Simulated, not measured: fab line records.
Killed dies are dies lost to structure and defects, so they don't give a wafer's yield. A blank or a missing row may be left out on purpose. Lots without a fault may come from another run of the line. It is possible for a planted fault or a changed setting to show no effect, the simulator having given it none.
Matching of chambers + flow n5_finfet + rie_diel-05 running N5_FIN_CUT_ETCH_21: 4 sister chambers
The step etches SOC in N2/H2, target depth 219 nm, overetch 43.8 nm, time 523.5 s. 4 wafers are shown with their chamber, then 7 later ones without.

== WAFERS PAIRED WITH THEIR CHAMBERS ==
| wafer  | chamber | throttle_valve_pct (%) |
|--------|---------|------------------------|
| L088.6 | 0       | 17.66                  |
| L091.5 | 2       | 17.68                  |
| L092.2 | 3       | 17.86                  |
| L092.4 | 1       | 18.03                  |

== WAFERS WITHOUT THEIR CHAMBER ==
| wafer  | throttle_valve_pct (%) |
|--------|------------------------|
| L092.5 | 17.66                  |
| L094.2 | 17.67                  |
| L094.4 | 17.65                  |
| L094.6 | 17.85                  |
| L096.2 | 18.04                  |
| L096.4 | 17.66                  |
| L096.6 | 17.68                  |

== WHICH CHAMBER EACH ONE RAN IN ==
| wafer  | from the rows above     | in truth |
|--------|-------------------------|----------|
| L092.5 | 0                       | 0        |
| L094.2 | can't be placed: 2 or 0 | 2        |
| L094.4 | 0                       | 0        |
| L094.6 | 3                       | 3        |
| L096.2 | 1                       | 1        |
| L096.4 | 0                       | 0        |
| L096.6 | 2                       | 2        |
Placed correctly: 6 of 7. Not placeable from these rows: 1 (in 1, the candidates include the true chamber). 0 placed wrongly.
How it was worked out, from the rows above alone: a wafer's distance from a chamber is the root of the sum, over the readings, of the square of ((its reading less the chamber's mean) divided by the reading's scatter). The wafer belongs to the nearest chamber; if the next one is less than 2 further off, it can't be placed. A chamber's mean is the mean of its shown wafers. The scatter (one wafer shown for each chamber): square how far every hidden wafer sits from the nearest shown wafer, average those squares and take the square root.
